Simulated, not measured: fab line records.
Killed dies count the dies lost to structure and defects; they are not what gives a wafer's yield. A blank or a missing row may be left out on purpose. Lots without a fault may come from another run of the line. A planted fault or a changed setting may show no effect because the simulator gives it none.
fab line records -- flow nand_harc
[record] lots = 5, wafers = 15, last_day = 33
route steps=1302 shown P_GATE@185
lots untouched by any fault: they come from a run of this same line in which no faults occurred
start_h: the number of hours between the record's first day and the start of the first shown wafer of the lot -- wait_h: hours since the lot's step before -- " repeats the value in the row above -- L1.1+2: a single row standing in for several wafers -- - either no value or no given start -- * or withheld: withheld -- < > ~ a bound
route shown NAME@n: a module of which the file shows steps, and the number in the route of the first -- usual: mean and standard deviation over wafers with no fault -- same: alike in all rows -- chamber/n: place in a boat -- sites: per-site readings -- _std_site: their standard deviation -- _edge_site: the outer-site mean with the inner-site mean subtracted -- radius_mm: for every site, how far away it sits from the centre of the wafer -- mask NAME#n: copy n -- behind: the tool/chamber that last shaped the wafer -- hold: what put the lot on hold/how long, in hours/how the hold closed -- device: the transistor (n, p or np) that didn't switch -- end of line: at the end of the route, the tests of the same wafers -- for a step that has no rows: nothing shown but its recipe -- killed: count of dies lost to structure and defects at first sort (not the wafer's yield) -- map: a wafer's dies, x killed, . not, _ none there
set.NAME: the setting that was run; set.NAME@STEP: the one run at that earlier step -- model.NAME: the simulator's own value behind a step, which no gauge read
lots seen at some steps along the route; tables by step, rows by wafer
services: the hour from which a tool's chamber was out of use, counted from the record's first day as start_h (under 0 if before that day), plus the number of hours and why
[[steps]]
[step NHARC_P_GATE_CD_MEAS_59]
[recipe] target_cd_nm = 720, landing_energy_ev = 500
[usual] cd_nm = 719.6/1.2
lot.wafer,tool,chamber,start_h,wait_h,cd_nm
L351.3,cd_sem-03,0,164.07,-,722.2
L351.4,cd_sem-03,0,164.07,-,720.0
L351.5,cd_sem-03,0,164.07,-,720.8
L356.1,cd_sem-01,0,218.02,-,719.9
L356.2,cd_sem-01,0,218.02,-,719.9
L356.3,cd_sem-01,0,218.02,-,720.3
L359.3,cd_sem-03,0,236.14,-,720.4
L359.4,cd_sem-03,0,236.14,-,722.1
L359.6,cd_sem-03,0,236.14,-,721.1
L360.1,cd_sem-02,0,259.92,-,719.5
L360.2,cd_sem-02,0,259.92,-,721.1
L360.5,cd_sem-02,0,259.92,-,719.7
L369.2,cd_sem-01,0,342.16,-,720.8
L369.3,cd_sem-01,0,342.16,-,718.8
L369.4,cd_sem-01,0,342.16,-,719.0
[step NHARC_P_GATE_HARDBAKE_60]
[recipe] temp_c = 125, time_s = 80
[step NHARC_P_GATE_DESCUM_61]
[recipe] time_s = 3, o2_flow_sccm = 200, ar_flow_sccm = 0, bias_power_w = 0, chemistry = O2
[usual] drypump_motor_current_A = 5.6/0.37, oes_product_au = 0.998/0.008, rf_vpp_V = 57.9/1, showerhead_plenum_p_Torr = 1.93/0.091, throttle_valve_pct = 11.311/0.0084
lot.wafer,tool,chamber,start_h,wait_h,drypump_motor_current_A,oes_product_au,rf_hours_counter_h,rf_vpp_V,showerhead_plenum_p_Torr,throttle_valve_pct
L351.4,rie_diel-07,0,164.23,-,5.2,0.994,2.5,58.6,1.93,11.302
L351.3,rie_diel-07,3,164.23,-,5.8,1.002,1.1,57.7,2.06,11.294
L351.5,rie_diel-07,1,164.23,-,5.4,1.008,-,58.7,2.02,11.310
L356.1,rie_diel-03,2,218.20,-,5.3,1.007,4.5,58.7,1.99,11.302
L356.3,rie_diel-03,3,218.20,-,6.2,1.000,3.8,58.5,1.95,11.319
L356.2,rie_diel-03,0,218.20,-,5.0,1.003,3.5,58.5,1.95,11.303
L359.4,rie_diel-12,2,236.30,-,5.5,0.999,8.0,58.2,2.02,11.303
L359.3,rie_diel-12,0,236.30,-,6.0,1.003,6.6,56.0,1.81,11.320
L359.6,rie_diel-12,3,236.30,-,5.9,0.995,-,58.3,1.97,11.301
L360.2,rie_diel-07,2,260.08,-,5.7,0.985,7.6,58.3,2.05,11.324
L360.1,rie_diel-07,1,260.08,-,5.4,1.003,8.4,59.7,2.01,11.308
L360.5,rie_diel-07,3,260.08,-,5.8,0.982,-,59.1,2.05,11.298
L369.4,rie_diel-03,3,342.31,-,6.2,0.997,2.4,59.2,1.95,11.308
L369.3,rie_diel-03,0,342.31,-,5.0,0.998,1.0,58.9,1.94,11.309
L369.2,rie_diel-03,1,342.31,-,5.8,0.998,2.6,57.5,1.78,11.324
[step NHARC_P_GATE_IMPLANT_62]
[recipe] energy_kev = 20, dose_cm2 = 3e+15, tilt_deg = 7
[step NHARC_P_GATE_STRIP_112]
[recipe] power_w = 1500, temp_c = 110, time_s = 200, chemistry = N2/H2
[usual] drypump_motor_current_A = 5.9/0.41, heater_power_w = 92/12, temp_c = 110.01/0.13
lot.wafer,tool,chamber,start_h,wait_h,drypump_motor_current_A,heater_power_w,rf_hours_counter_h,temp_c
L351.3,plasma_asher-02,0,164.68,0.2,5.7,89,-,109.78
L351.4,plasma_asher-02,1,164.68,0.2,6.5,75,-,110.25
L351.5,plasma_asher-02,1,164.68,0.2,6.5,75,-,110.01
L356.2,plasma_asher-01,0,218.55,0.2,5.8,102,7,110.06
L356.1,plasma_asher-01,1,218.55,0.2,5.4,102,7,110.05
L356.3,plasma_asher-01,1,218.55,0.2,5.4,104,-,109.90
L359.3,plasma_asher-01,0,236.75,0.2,5.8,99,-,109.95
L359.4,plasma_asher-01,1,236.75,0.2,5.4,104,-,110.09
L359.6,plasma_asher-01,0,236.75,0.2,5.8,100,-,109.81
L360.2,plasma_asher-01,1,260.45,0.2,5.4,103,14,110.03
L360.1,plasma_asher-01,0,260.45,0.2,5.8,101,14,110.13
L360.5,plasma_asher-01,1,260.45,0.2,5.4,105,-,110.06
L369.2,plasma_asher-02,1,342.93,0.4,6.5,71,18,110.18
L369.3,plasma_asher-02,1,342.93,0.4,6.5,72,-,110.19
L369.4,plasma_asher-02,0,342.93,0.4,5.7,93,-,110.09
[step NHARC_P_GATE_STRIP_76]
[recipe] power_w = 1500, temp_c = 250, chemistry = O2
[usual] drypump_motor_current_A = 5.9/0.4, heater_power_w = 346/44, temp_c = 250.01/0.16
lot.wafer,tool,chamber,start_h,wait_h,drypump_motor_current_A,heater_power_w,rf_hours_counter_h,temp_c
L351.3,plasma_asher-02,0,164.88,0.2,5.7,337,-,249.95
L351.4,plasma_asher-02,1,164.88,0.2,6.5,284,-,250.12
L351.5,plasma_asher-02,1,164.88,0.2,6.5,284,-,250.08
L356.2,plasma_asher-01,0,218.81,0.2,5.8,373,7,250.10
L356.1,plasma_asher-01,1,218.81,0.2,5.4,380,7,250.11
L356.3,plasma_asher-01,1,218.81,0.2,5.4,391,-,249.99
L359.3,plasma_asher-01,0,236.94,0.2,5.8,371,-,250.04
L359.4,plasma_asher-01,1,236.94,0.2,5.5,386,-,250.08
L359.6,plasma_asher-01,0,236.94,0.2,5.8,382,-,249.81
L360.2,plasma_asher-01,1,260.72,0.2,5.4,388,15,249.85
L360.1,plasma_asher-01,0,260.72,0.2,5.9,365,15,250.30
L360.5,plasma_asher-01,1,260.72,0.2,5.4,401,-,250.30
L369.2,plasma_asher-02,1,343.19,0.2,6.5,267,18,249.99
L369.3,plasma_asher-02,1,343.19,0.2,6.6,270,-,250.12
L369.4,plasma_asher-02,0,343.19,0.2,5.7,350,-,250.15
[step NHARC_P_GATE_STRIP_63]
[recipe] time_s = 900, temp_c = 130, chemistry = SPM
[step NHARC_P_GATE_DEHYDRATE_83]
[recipe] temp_c = 150, time_s = 120
[step NHARC_P_GATE_HMDS_84]
[recipe] time_s = 30
[step NHARC_P_GATE_COAT_85]
[recipe] spin_rpm = 3000
[step NHARC_P_GATE_SOFTBAKE_86]
[recipe] temp_c = 122, time_s = 95
[step NHARC_P_GATE_EBR_87]
[step NHARC_P_GATE_EXPOSE_88]
[recipe] na = 0.6, target_cd_nm = 2000, dose_mj = 11.87, mask_id = P_HVN
lot.wafer,tool,chamber,start_h,wait_h,mask
L351.3+4+5,krf_scanner-04,0,165.50,-,P_HVN#0
L356.1+2+3,krf_scanner-03,0,219.45,-,P_HVN#0
L359.3+4+6,krf_scanner-03,0,237.69,-,P_PSD#0
L360.1+2+5,krf_scanner-04,0,261.49,-,P_HVN#0
L369.2+3+4,krf_scanner-04,0,343.83,-,P_HVN#0
[step NHARC_P_GATE_PEB_89]
[recipe] peb_temp_c = 118, peb_time_s = 85
[step NHARC_P_GATE_DEVELOP_90]
[recipe] time_s = 70
[step NHARC_P_GATE_CD_MEAS_91]
[recipe] target_cd_nm = 2000, landing_energy_ev = 500
[usual] cd_nm = 1999.8/1.2
lot.wafer,tool,chamber,start_h,wait_h,cd_nm
L351.3,cd_sem-01,0,165.65,-,2001.0
L351.4,cd_sem-01,0,165.65,-,2000.2
L351.5,cd_sem-01,0,165.65,-,2000.3
L356.1,cd_sem-01,0,219.60,-,1998.8
L356.2,cd_sem-01,0,219.60,-,1997.8
L356.3,cd_sem-01,0,219.60,-,1999.7
L359.3,cd_sem-03,0,237.84,-,-
L359.4,cd_sem-03,0,237.84,-,-
L359.6,cd_sem-03,0,237.84,-,-
L360.1,cd_sem-03,0,261.64,-,1998.3
L360.2,cd_sem-03,0,261.64,-,2000.4
L360.5,cd_sem-03,0,261.64,-,2000.0
L369.2,cd_sem-01,0,343.98,-,2000.2
L369.3,cd_sem-01,0,343.98,-,2001.0
L369.4,cd_sem-01,0,343.98,-,1999.9
[step NHARC_P_GATE_HARDBAKE_92]
[recipe] temp_c = 125, time_s = 80
[[services]]
tool,chamber,start_h,hours,kind
rie_diel-03,2,159.24,7.9,repair
plasma_asher-01,-,165.00,9.0,pm
krf_scanner-04,-,182.00,4.0,pm
krf_scanner-03,-,183.58,2.8,repair
krf_scanner-03,-,190.07,0.3,repair
krf_scanner-04,-,191.86,43.0,repair
krf_scanner-03,-,224.00,4.0,pm
rie_diel-03,3,224.14,8.0,repair
rie_diel-12,0,226.33,6.4,repair
plasma_asher-01,-,244.74,4.2,repair
plasma_asher-02,-,249.60,9.0,pm
krf_scanner-04,-,252.08,0.8,repair
rie_diel-03,1,252.92,2.5,repair
plasma_asher-02,-,260.07,0.5,repair
rie_diel-12,0,266.80,9.4,repair
rie_diel-12,-,268.45,9.0,pm
rie_diel-07,3,270.95,13.2,repair
krf_scanner-03,-,275.68,2.6,repair
krf_scanner-04,-,280.77,31.4,repair
rie_diel-03,-,281.30,9.0,pm
rie_diel-07,-,294.20,9.0,pm
rie_diel-03,0,297.68,25.2,repair
krf_scanner-03,-,327.41,0.2,repair
plasma_asher-01,-,342.00,9.0,pm
[[key]]
[first_sign] step = NHARC_P_GATE_EXPOSE_88, reading = mask, direction = changed
[effect] step = NHARC_P_GATE_CD_MEAS_91, reading = cd_nm, direction = missing
met_at NHARC_P_GATE_EXPOSE_88
struck_wafers L359.3,L359.4,L359.6
later_rows_left_out L359.3,L359.4,L359.6
sort_left_out L359.3,L359.4,L359.6
tester_left_out L359
onset_between 219.45 237.69
[fault] kind = wrong_mask, tool = any, chamber = -, onset_h = 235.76, steps = NHARC_P_GATE_EXPOSE_88, aux_copy = P_PSD#0, scope = struck_lots_only
// tester_left_out: of these lots the tester's yield and bins aren't shown, on N5 and GAA mostly nor the transistor test; their killed dies are dies lost to structure and defects alone, not to doping, threshold or leakage, so they don't give the yield
// sort_left_out: the simulated sort isn't trusted on such a fault, so these wafers' sort isn't shown, and their yield isn't known
// later_rows_left_out: the simulator's readings of these wafers behind a module that went badly wrong aren't trusted and aren't shown, but for the sort
